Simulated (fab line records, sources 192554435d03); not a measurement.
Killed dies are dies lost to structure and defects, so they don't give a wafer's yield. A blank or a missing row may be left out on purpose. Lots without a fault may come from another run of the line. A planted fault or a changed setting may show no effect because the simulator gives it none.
Chamber matching | flow n5_finfet | N5_SD_EPI_N_ETCH_34 on rie_diel-01: 4 sister chambers
The step etches SiARC in CF4, target depth 45.5 nm, time 75.8 s. 7 wafers are shown with their chamber, then 7 later ones without.

WAFERS WITH THEIR CHAMBER
wafer  | chamber | showerhead_plenum_p_Torr (Torr) | drypump_motor_current_A (A)
L077.1 | 2       | 2.05                            | 6.0
L079.1 | 1       | 2.24                            | 5.8
L079.3 | 2       | 2.05                            | 6.0
L081.4 | 3       | 2.17                            | 5.2
L081.5 | 0       | 2.12                            | 6.1
L090.1 | 0       | 2.11                            | 6.1
L090.2 | 1       | 2.23                            | 5.7

WAFERS WITHOUT THEIR CHAMBER
wafer  | showerhead_plenum_p_Torr (Torr) | drypump_motor_current_A (A)
L090.3 | 2.16                            | 5.2
L092.3 | 2.04                            | 6.0
L092.4 | 2.23                            | 5.8
L092.5 | 2.11                            | 6.1
L097.3 | 2.22                            | 5.8
L097.5 | 2.03                            | 6.0
L097.6 | 2.16                            | 5.1

WHICH CHAMBER EACH WENT THROUGH
wafer  | from the rows above | in truth
L090.3 | 3                   | 3
L092.3 | 2                   | 2
L092.4 | 1                   | 1
L092.5 | 0                   | 0
L097.3 | 1                   | 1
L097.5 | 2                   | 2
L097.6 | 3                   | 3
Placed correctly: 7 of 7. Can't be placed from these rows: 0. Placed wrongly: 0.
How it was worked out, from the rows above alone: a wafer's distance from a chamber is the root of the sum, over the readings, of the square of ((its reading less the chamber's mean) divided by the reading's scatter). The wafer belongs to the nearest chamber; if the next one is less than 2 further off, it can't be placed. A chamber's mean is the mean of its shown wafers. The scatter: the root of (the sum of the squares of (reading less its chamber's mean) over the shown wafers, divided by (wafers less chambers)).
